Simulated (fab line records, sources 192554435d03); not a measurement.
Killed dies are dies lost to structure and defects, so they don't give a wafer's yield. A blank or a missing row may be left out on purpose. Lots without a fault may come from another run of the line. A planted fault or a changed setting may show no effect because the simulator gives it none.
Chamber matching | flow n5_finfet | N5_BEOL_M12_DEP_53 on pecvd-03: 3 sister chambers
The step deposits SiCN from 3MS/NH3, target thk 30 nm, time 10.5 s. 3 wafers are shown with their chamber, then 7 later ones without.

WAFERS WITH THEIR CHAMBER
wafer  | chamber | throttle_valve_pct (%)
L090.2 | 2       | 17.1
L090.4 | 0       | 17.0
L090.5 | 1       | 18.4

WAFERS WITHOUT THEIR CHAMBER
wafer  | throttle_valve_pct (%)
L090.6 | 17.2
L094.1 | 16.8
L094.2 | 17.3
L094.4 | 17.0
L096.1 | 18.7
L096.2 | 17.4
L096.3 | 17.2

WHICH CHAMBER EACH WENT THROUGH
wafer  | from the rows above     | in truth
L090.6 | can't be placed: 2 or 0 | 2
L094.1 | can't be placed: 0 or 2 | 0
L094.2 | can't be placed: 2 or 0 | 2
L094.4 | can't be placed: 0 or 2 | 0
L096.1 | 1                       | 1
L096.2 | can't be placed: 2 or 0 | 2
L096.3 | can't be placed: 2 or 0 | 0
Placed correctly: 1 of 7. Can't be placed from these rows: 6 (the true chamber is among the candidates in 6). Placed wrongly: 0.
How it was worked out, from the rows above alone: a wafer's distance from a chamber is the root of the sum, over the readings, of the square of ((its reading less the chamber's mean) divided by the reading's scatter). The wafer belongs to the nearest chamber; if the next one is less than 2 further off, it can't be placed. A chamber's mean is the mean of its shown wafers. The scatter: with one shown wafer a chamber, the root of the mean of the squares of how far each hidden wafer lies from its nearest shown one.
